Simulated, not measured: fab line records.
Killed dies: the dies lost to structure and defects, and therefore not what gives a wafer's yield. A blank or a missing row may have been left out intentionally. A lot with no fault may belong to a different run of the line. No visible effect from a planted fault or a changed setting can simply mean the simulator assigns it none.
One fault seen from 2 desks + flow n5_finfet + each desk has only its own numbers; what lay behind them comes last

## TOOL OWNER'S DESK, euv_scanner-02
The tool's own readings at N5_BEOL_M9_EXPOSE_25 (exposes mask V8): means of the sampled wafers that have a number, for each lot that ran on this tool. Marked OUT: a lot whose mean sits more than 4 standard deviations from the usual mean, which makes it out of limits; the brackets give that distance.
Columns: A = focus_offset_nm at N5_BEOL_M9_EXPOSE_25, usual 0.0 nm
| lot  | first seen here | A    |
|------|-----------------|------|
| L812 | day 11 15:38    | 0.4  |
| L811 | day 11 18:04    | -0.1 |
| L817 | day 12 19:20    | -0.3 |
| L819 | day 13 13:07    | 0.1  |
| L825 | day 14 11:50    | -0.0 |
This desk found nothing out of limits on any of the 5 lots.

## FROM THE METROLOGY DESK
Means of the sampled wafers that have a number, per lot and without regard to the tool the lot ran on: this is what the gauges read. Marked OUT: a lot whose mean sits more than 4 standard deviations from the usual mean, which makes it out of limits; the brackets give that distance.
Columns: A = cd_nm at N5_BEOL_M9_CD_MEAS_28, usual 70.06 nm
| lot  | first seen here | A     |
|------|-----------------|-------|
| L812 | day 11 15:46    | 70.16 |
| L811 | day 11 18:11    | 70.02 |
| L817 | day 12 19:28    | 70.47 |
| L815 | day 12 19:37    | 70.32 |
| L819 | day 13 13:15    | 69.99 |
| L825 | day 14 11:58    | 70.86 |
| L831 | day 16 10:27    | 69.96 |
| L832 | day 16 10:29    | 69.93 |
| L833 | day 17 05:49    | 70.06 |
This desk found nothing out of limits on any of the 9 lots.

## BROUGHT TOGETHER
Nothing out of limits was seen by the tool owner's desk.
Metrology desk: nothing out of limits seen.

## WHAT THE SIMULATOR HAD PUT IN
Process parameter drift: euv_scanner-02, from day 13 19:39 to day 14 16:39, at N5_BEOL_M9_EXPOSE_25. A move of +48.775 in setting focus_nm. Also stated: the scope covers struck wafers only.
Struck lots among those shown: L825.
